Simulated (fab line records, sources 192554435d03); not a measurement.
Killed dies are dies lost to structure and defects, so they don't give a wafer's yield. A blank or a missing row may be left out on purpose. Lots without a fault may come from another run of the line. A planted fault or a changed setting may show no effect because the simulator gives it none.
Split-lot experiment | flow n5_finfet | 7 lots, 21 wafers read, on a route of 1938 steps

THE SPLIT
At N5_DUMMY_GATE_COAT_28 (time 60 s, resist thk 10 nm), the setting spin_rpm was moved away from the recipe's 1500 rpm on 11 of the 21 wafers read, by -10.9% to +7.5%. The other wafers ran this setting at the recipe's value.

The reading is taken at the split's own step.

THE READING
underlayer_of_DUMMY_GATE_COAT_28.thk_nm (the simulator's own value, which no gauge read), in nm, at N5_DUMMY_GATE_COAT_28 (time 60 s, resist thk 10 nm). The file gives no usual value for it.

wafer  | tool, chamber at the split | spin_rpm as run, rpm | against the recipe | underlayer_of_DUMMY_GATE_COAT_28.thk_nm, nm | against lot-mates on the recipe
L076.1 | litho_track-01, 0          | 1565                 | +4.3%              | 9.8                                         | -0.2
L076.2 | litho_track-01, 0          | 1565                 | +4.3%              | 9.8                                         | -0.2
L076.4 | litho_track-01, 0          | 1500                 | recipe             | 10                                          | -
L079.2 | litho_track-05, 0          | 1612                 | +7.5%              | 9.6                                         | -0.4
L079.5 | litho_track-05, 0          | 1612                 | +7.5%              | 9.6                                         | -0.4
L079.6 | litho_track-05, 0          | 1500                 | recipe             | 10                                          | -
L080.1 | litho_track-01, 0          | 1500                 | recipe             | 10                                          | -
L080.6 | litho_track-01, 0          | 1500                 | recipe             | 10                                          | -
L080.4 | litho_track-01, 0          | 1453                 | -3.1%              | 10.2                                        | +0.2
L092.4 | litho_track-04, 0          | 1336                 | -10.9%             | 10.6                                        | +0.6
L092.6 | litho_track-04, 0          | 1336                 | -10.9%             | 10.6                                        | +0.6
L092.5 | litho_track-04, 0          | 1500                 | recipe             | 10                                          | -
L093.2 | litho_track-05, 0          | 1500                 | recipe             | 10                                          | -
L093.3 | litho_track-05, 0          | 1351                 | -9.9%              | 10.4                                        | +0.4
L093.4 | litho_track-05, 0          | 1351                 | -9.9%              | 10.4                                        | +0.4
L094.4 | litho_track-01, 0          | 1500                 | recipe             | 10                                          | -
L094.5 | litho_track-01, 0          | 1500                 | recipe             | 10                                          | -
L094.6 | litho_track-01, 0          | 1500                 | recipe             | 10                                          | -
L096.1 | litho_track-04, 0          | 1385                 | -7.7%              | 10.4                                        | +0.4
L096.2 | litho_track-04, 0          | 1385                 | -7.7%              | 10.4                                        | +0.4
L096.4 | litho_track-04, 0          | 1500                 | recipe             | 10                                          | -

THE FIT
A straight line over all 21 wafers: underlayer_of_DUMMY_GATE_COAT_28.thk_nm changes by -0.0499 nm for each +1% of spin_rpm; r = -0.99; the points scatter about the line by 0.039 nm.
The same after taking each lot's own level away (the mean of its wafers on the recipe; 21 wafers): -0.0499 nm for each +1%; r = -0.99; scatter 0.039 nm.
On that fit, the largest move of spin_rpm shifts the reading by 0.55 nm.
The lots' own levels span 10.00 to 10.00 nm.
So the lot-to-lot level changes the slope little: the two slopes agree.
Check: with one of the wafers moved furthest among these (-10.9%) left out of the fit, the line predicts +0.532 nm for it against its lot-mates. It came out at +0.6 nm against them.

OTHER SPLITS ON THESE WAFERS
These wafers also went through other splits before the reading. Each is held against what the fit with the lots' levels taken away leaves over:
other split on the same wafers          | wafers away from the commonest value | r with underlayer_of_DUMMY_GATE_COAT_28.thk_nm (lot level and that fit taken away)
N5_ZERO_LAYER_PECVD_02 time_s           | 6                                    | +0.19
N5_ZERO_LAYER_COAT_05 spin_rpm          | 3                                    | +0.01
N5_ZERO_LAYER_EXPOSE_08 dose_mj         | 4                                    | -0.07
N5_ZERO_LAYER_DEVELOP_10 develop_time_s | 4                                    | +0.30
N5_FIN_SAQP_HM_DEP_72 time_s            | 10                                   | -0.10
N5_FIN_SAQP_DESCUM_21 time_s            | 8                                    | +0.13
N5_FIN_CUT_ETCH_21 bias_w               | 7                                    | -0.45
N5_DUMMY_GATE_HM_DEP_06 time_s          | 12                                   | +0.43

THE FILE'S OWN FIT
underlayer_of_DUMMY_GATE_COAT_28.thk_nm changes by -0.05 nm for each +1% of spin_rpm, r = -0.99.
